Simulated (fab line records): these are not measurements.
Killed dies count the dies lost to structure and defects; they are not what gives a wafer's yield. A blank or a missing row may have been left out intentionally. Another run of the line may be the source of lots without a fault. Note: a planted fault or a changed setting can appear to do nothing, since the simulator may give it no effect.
Chamber matching / flow n5 finfet / N5_BEOL_M2_ETCH_69 on rie diel-01: 4 sister chambers
The step etches SiARC in CF4, target depth 15.6 nm, time 26 s. 8 wafers are shown with their chamber, then 8 later ones without.

== WAFERS, EACH WITH ITS CHAMBER ==
wafer=L084.1; chamber=1; drypump motor current A (A)=5.9; throttle valve pct (%)=15.43
wafer=L090.2; chamber=1; drypump motor current A (A)=5.9; throttle valve pct (%)=15.45
wafer=L090.4; chamber=0; drypump motor current A (A)=6.2; throttle valve pct (%)=15.86
wafer=L090.6; chamber=3; drypump motor current A (A)=5.2; throttle valve pct (%)=15.32
wafer=L092.2; chamber=2; drypump motor current A (A)=6.2; throttle valve pct (%)=15.58
wafer=L092.5; chamber=0; drypump motor current A (A)=6.2; throttle valve pct (%)=15.85
wafer=L092.6; chamber=3; drypump motor current A (A)=5.1; throttle valve pct (%)=15.33
wafer=L095.1; chamber=2; drypump motor current A (A)=6.2; throttle valve pct (%)=15.61

== WAFERS WITH NO CHAMBER GIVEN ==
wafer=L095.2; drypump motor current A (A)=6.2; throttle valve pct (%)=15.87
wafer=L095.3; drypump motor current A (A)=5.1; throttle valve pct (%)=15.34
wafer=L095.4; drypump motor current A (A)=5.9; throttle valve pct (%)=15.46
wafer=L095.5; drypump motor current A (A)=5.1; throttle valve pct (%)=15.34
wafer=L095.6; drypump motor current A (A)=6.2; throttle valve pct (%)=15.60
wafer=L097.1; drypump motor current A (A)=6.2; throttle valve pct (%)=15.86
wafer=L097.4; drypump motor current A (A)=6.2; throttle valve pct (%)=15.62
wafer=L097.5; drypump motor current A (A)=6.2; throttle valve pct (%)=15.60

== THE CHAMBER EACH PASSED THROUGH ==
wafer=L095.2; from the rows above=0; in truth=0
wafer=L095.3; from the rows above=3; in truth=3
wafer=L095.4; from the rows above=1; in truth=1
wafer=L095.5; from the rows above=3; in truth=3
wafer=L095.6; from the rows above=2; in truth=2
wafer=L097.1; from the rows above=0; in truth=0
wafer=L097.4; from the rows above=2; in truth=2
wafer=L097.5; from the rows above=2; in truth=2
8 of 8 placed correctly. Number that these rows cannot place: 0. 0 placed wrongly.
How it was worked out, from the rows above alone: a wafer's distance from a chamber is the root of the sum, over the readings, of the square of ((its reading less the chamber's mean) divided by the reading's scatter). The wafer belongs to the nearest chamber; if the next one is less than 2 further off, it can't be placed. Each chamber's mean is taken over the wafers shown for it. The scatter: the root of (the sum of the squares of (reading less its chamber's mean) over the shown wafers, divided by (wafers less chambers)).
